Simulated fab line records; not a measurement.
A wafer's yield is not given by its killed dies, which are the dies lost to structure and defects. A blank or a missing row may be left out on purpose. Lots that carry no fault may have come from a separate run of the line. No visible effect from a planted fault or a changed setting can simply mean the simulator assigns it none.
Matching of chambers :: flow n5 finfet :: cvd co-01 running N5_BEOL_M2_CO_CAP_55: 3 sister chambers
The step material Co, precursor CCTBA/H2, target thk 2 nm, time 102.1 s. 27 wafers are shown with their chamber, then 12 later ones without.

## EACH WAFER AND ITS CHAMBER
wafer: L077.3
chamber: 2
heater power w (W): 239
susceptor temp C (C): 199.92

wafer: L077.4
chamber: 0
heater power w (W): 225
susceptor temp C (C): 199.63

wafer: L077.6
chamber: 1
heater power w (W): 319
susceptor temp C (C): 199.97

wafer: L078.4
chamber: 2
heater power w (W): 239
susceptor temp C (C): 200.10

wafer: L078.5
chamber: 1
heater power w (W): 319
susceptor temp C (C): 199.95

wafer: L078.6
chamber: 0
heater power w (W): 229
susceptor temp C (C): 200.00

wafer: L080.1
chamber: 1
heater power w (W): 326
susceptor temp C (C): 200.08

wafer: L080.3
chamber: 2
heater power w (W): 241
susceptor temp C (C): 199.88

wafer: L080.4
chamber: 2
heater power w (W): 241
susceptor temp C (C): 199.85

wafer: L081.1
chamber: 2
heater power w (W): 240
susceptor temp C (C): 199.99

wafer: L081.2
chamber: 1
heater power w (W): 317
susceptor temp C (C): 200.24

wafer: L081.6
chamber: 1
heater power w (W): 321
susceptor temp C (C): 200.44

wafer: L083.3
chamber: 0
heater power w (W): 232
susceptor temp C (C): 199.87

wafer: L083.4
chamber: 2
heater power w (W): 244
susceptor temp C (C): 199.63

wafer: L083.5
chamber: 0
heater power w (W): 224
susceptor temp C (C): 200.11

wafer: L086.2
chamber: 0
heater power w (W): 230
susceptor temp C (C): 199.68

wafer: L086.3
chamber: 2
heater power w (W): 240
susceptor temp C (C): 199.91

wafer: L086.6
chamber: 1
heater power w (W): 313
susceptor temp C (C): 200.27

wafer: L088.1
chamber: 2
heater power w (W): 241
susceptor temp C (C): 199.86

wafer: L088.4
chamber: 2
heater power w (W): 236
susceptor temp C (C): 199.98

wafer: L088.5
chamber: 1
heater power w (W): 319
susceptor temp C (C): 200.12

wafer: L087.2
chamber: 1
heater power w (W): 316
susceptor temp C (C): 199.84

wafer: L087.3
chamber: 0
heater power w (W): 224
susceptor temp C (C): 200.08

wafer: L087.5
chamber: 2
heater power w (W): 235
susceptor temp C (C): 199.53

wafer: L090.2
chamber: 2
heater power w (W): 241
susceptor temp C (C): 200.03

wafer: L090.3
chamber: 1
heater power w (W): 311
susceptor temp C (C): 199.69

wafer: L090.5
chamber: 1
heater power w (W): 306
susceptor temp C (C): 200.04

SIGNATURES (averages over the wafers above)
reading: heater power w
chamber 0: 227.33
chamber 1: 316.70
chamber 2: 239.73
scatter within a chamber: 4.1

reading: susceptor temp C
chamber 0: 199.8950
chamber 1: 200.0640
chamber 2: 199.8800
scatter within a chamber: 0.196
Rule: distance of a wafer from a chamber = root of the sum over the readings of ((wafer's reading minus chamber's mean) / reading's scatter) squared. The wafer belongs to the nearest chamber; if the next one is less than 2 further off, it can't be placed. The scatter is the square root of a quotient: the sum, over the shown wafers, of each reading's squared deviation from its chamber's mean, divided by wafers minus chambers.

## WAFERS WITH NO CHAMBER GIVEN
wafer: L091.1
heater power w (W): 242
susceptor temp C (C): 200.07

wafer: L091.4
heater power w (W): 324
susceptor temp C (C): 199.57

wafer: L091.5
heater power w (W): 227
susceptor temp C (C): 200.10

wafer: L095.2
heater power w (W): 306
susceptor temp C (C): 199.92

wafer: L095.4
heater power w (W): 238
susceptor temp C (C): 199.91

wafer: L095.6
heater power w (W): 311
susceptor temp C (C): 199.99

wafer: L096.1
heater power w (W): 325
susceptor temp C (C): 200.00

wafer: L096.2
heater power w (W): 230
susceptor temp C (C): 200.20

wafer: L096.4
heater power w (W): 244
susceptor temp C (C): 199.97

wafer: L097.2
heater power w (W): 320
susceptor temp C (C): 199.91

wafer: L097.4
heater power w (W): 242
susceptor temp C (C): 199.94

wafer: L097.5
heater power w (W): 223
susceptor temp C (C): 199.96

## CHAMBER TAKEN BY EACH
wafer: L091.1
from the rows above: 2
in truth: 2

wafer: L091.4
from the rows above: 1
in truth: 1

wafer: L091.5
from the rows above: 0
in truth: 0

wafer: L095.2
from the rows above: 1
in truth: 1

wafer: L095.4
from the rows above: 2
in truth: 2

wafer: L095.6
from the rows above: 1
in truth: 1

wafer: L096.1
from the rows above: 1
in truth: 1

wafer: L096.2
from the rows above: can't be placed: 0 or 2
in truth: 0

wafer: L096.4
from the rows above: 2
in truth: 2

wafer: L097.2
from the rows above: 1
in truth: 1

wafer: L097.4
from the rows above: 2
in truth: 2

wafer: L097.5
from the rows above: 0
in truth: 0
Correctly placed: 11 of 12. From these rows, 1 cannot be placed; in 1 the true chamber is one of the candidates. Wrongly placed: 0.
